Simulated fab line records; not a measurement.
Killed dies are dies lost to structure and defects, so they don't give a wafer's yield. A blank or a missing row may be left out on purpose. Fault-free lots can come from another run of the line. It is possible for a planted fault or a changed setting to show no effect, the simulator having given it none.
Matching of chambers	flow n5_finfet	ald_metal-03 running N5_BEOL_M10_ALD_74: 4 sister chambers
The step deposits TaN, target thk 2 nm, pulse time 2 s, purge time 3 s. 16 wafers are shown with their chamber, then 8 later ones without.

## EACH WAFER AND ITS CHAMBER
wafer	chamber	heater_power_w (W)	mfc_carrier_sccm (sccm)	chamber_pressure_Torr (Torr)
L075.2	1	358	1501	2.999
L075.3	3	426	1504	2.993
L075.5	1	367	1501	2.996
L081.2	3	425	1508	3.004
L081.5	1	375	1505	2.996
L081.6	2	467	1498	2.998
L086.3	1	366	1500	2.988
L086.4	0	477	1495	3.000
L086.5	2	456	1502	2.996
L088.1	3	422	1504	2.986
L088.3	0	475	1497	3.011
L088.6	3	420	1501	2.991
L092.4	2	459	1499	2.995
L092.5	1	369	1494	3.002
L092.6	0	477	1498	3.002
L091.1	2	463	1504	3.000

SIGNATURES (averages over the wafers above)
reading	chamber 0	chamber 1	chamber 2	chamber 3	scatter within a chamber
heater_power_w	476.33	367.00	461.25	423.25	4.51
mfc_carrier_sccm	1496.67	1500.20	1500.75	1504.25	3.1
chamber_pressure_Torr	3.00433	2.99620	2.99725	2.99350	0.00552
Rule: distance of a wafer from a chamber = root of the sum over the readings of ((wafer's reading minus chamber's mean) / reading's scatter) squared. The wafer belongs to the nearest chamber; if the next one is less than 2 further off, it can't be placed. The scatter: the root of (the sum of the squares of (reading less its chamber's mean) over the shown wafers, divided by (wafers less chambers)).

## WAFERS WITHOUT THEIR CHAMBER
wafer	heater_power_w (W)	mfc_carrier_sccm (sccm)	chamber_pressure_Torr (Torr)
L091.5	445	1497	3.010
L091.6	370	1503	3.000
L095.1	368	1498	2.994
L095.4	420	1497	3.011
L095.5	362	1503	3.005
L097.4	472	1498	3.007
L097.5	421	1506	3.005
L097.6	460	1504	2.997

## WHICH CHAMBER EACH WENT THROUGH
wafer	from the rows above	in truth
L091.5	can't be placed: 2 or 3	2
L091.6	1	1
L095.1	1	1
L095.4	3	3
L095.5	1	1
L097.4	can't be placed: 0 or 2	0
L097.5	3	3
L097.6	2	2
Placed correctly: 6 of 8. Not placeable from these rows: 2 (in 2, the candidates include the true chamber). Wrongly placed: 0.
